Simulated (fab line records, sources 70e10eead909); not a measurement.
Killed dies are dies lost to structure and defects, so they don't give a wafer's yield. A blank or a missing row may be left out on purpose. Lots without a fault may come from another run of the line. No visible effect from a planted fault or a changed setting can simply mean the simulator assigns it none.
The tool behind it: which one? | flow nand-harc | Sampling: 6 lots, 17 wafers, 5 of 1159 route steps

## WHAT EACH GAUGE READ, for each wafer
NHARC_END_SORT_01.
lot  | measured     | on        | killed-at-array
L679 | day 24 23:51 | prober-02 | 20 40 40

## WHICH TOOL RAN EACH LOT (tool, then ch and the chambers of the sampled wafers, then the start)
lot  | NHARC_A_CONTACT_ETCH_102           | NHARC_A_CONTACT_ETCH_75            | NHARC_A_CONTACT_ETCH_129             | NHARC_A_CONTACT_ETCH_130
L665 | rie-diel-06 ch 0,1,2, day 16 15:47 | rie-diel-04 ch 0,3, day 16 19:52   | har-cap-etch-03 ch 0,1, day 16 21:49 | har-cap-etch-03 ch 0,1, day 16 21:58
L667 | rie-diel-06 ch 1,3, day 17 08:36   | rie-diel-06 ch 0,3, day 17 13:00   | har-cap-etch-01 ch 0,1, day 17 14:50 | har-cap-etch-01 ch 0,1, day 17 14:58
L671 | rie-diel-13 ch 2,3, day 19 05:59   | rie-diel-04 ch 0,2, day 19 09:33   | har-cap-etch-01 ch 0,1, day 19 11:22 | har-cap-etch-01 ch 0,1, day 19 11:30
L679 | rie-diel-06 ch 0,1,2, day 20 10:41 | rie-diel-13 ch 0,1,2, day 20 15:22 | har-cap-etch-03 ch 0,1, day 20 17:26 | har-cap-etch-03 ch 0,1, day 20 17:37
L685 | rie-diel-13 ch 0,1, day 21 21:19   | rie-diel-04 ch 0,1,2, day 22 00:47 | har-cap-etch-01 ch 0,1, day 22 02:36 | har-cap-etch-01 ch 0,1, day 22 02:44
L686 | rie-diel-04 ch 0,1,2, day 22 09:30 | rie-diel-04 ch 0,1,2, day 22 15:26 | har-cap-etch-01 ch 0,1, day 22 17:15 | har-cap-etch-01 ch 0,1, day 22 17:23
- NHARC_A_CONTACT_ETCH_102: etches the open film in CF4/O2, target depth 70 nm, overetch 7 nm, time 38.5 s.
- NHARC_A_CONTACT_ETCH_75: etches the open film in CF4, target depth 39 nm, time 65 s.
- NHARC_A_CONTACT_ETCH_129: etches the open film in C4F8/O2/Ar, time 155 s, target depth 956 nm.
- NHARC_A_CONTACT_ETCH_130: etches the open film in C4F8/O2/Ar, time 155 s, target depth 956 nm.

## THE ANSWER, worked out from the rows above alone
Rule: the lots themselves supply what counts as usual. Put in order of their means at a reading, lots are off if they are a third of the lots or fewer, leave a main group of 4 or more, and stand apart from it by a gap of 3 or more times the standard deviation of the main group's means; of several such gaps the widest counts. A main group is skipped when, at the precision printed for the reading in the tables above, its means are all equal. A lot without any number at a reading at which 4 lots or more have one is off too. Any other lot the step has rows for is counted as sound.
None of the lots is off at any reading shown; this tells nothing.

## WHAT THE SIMULATOR HAD INSERTED
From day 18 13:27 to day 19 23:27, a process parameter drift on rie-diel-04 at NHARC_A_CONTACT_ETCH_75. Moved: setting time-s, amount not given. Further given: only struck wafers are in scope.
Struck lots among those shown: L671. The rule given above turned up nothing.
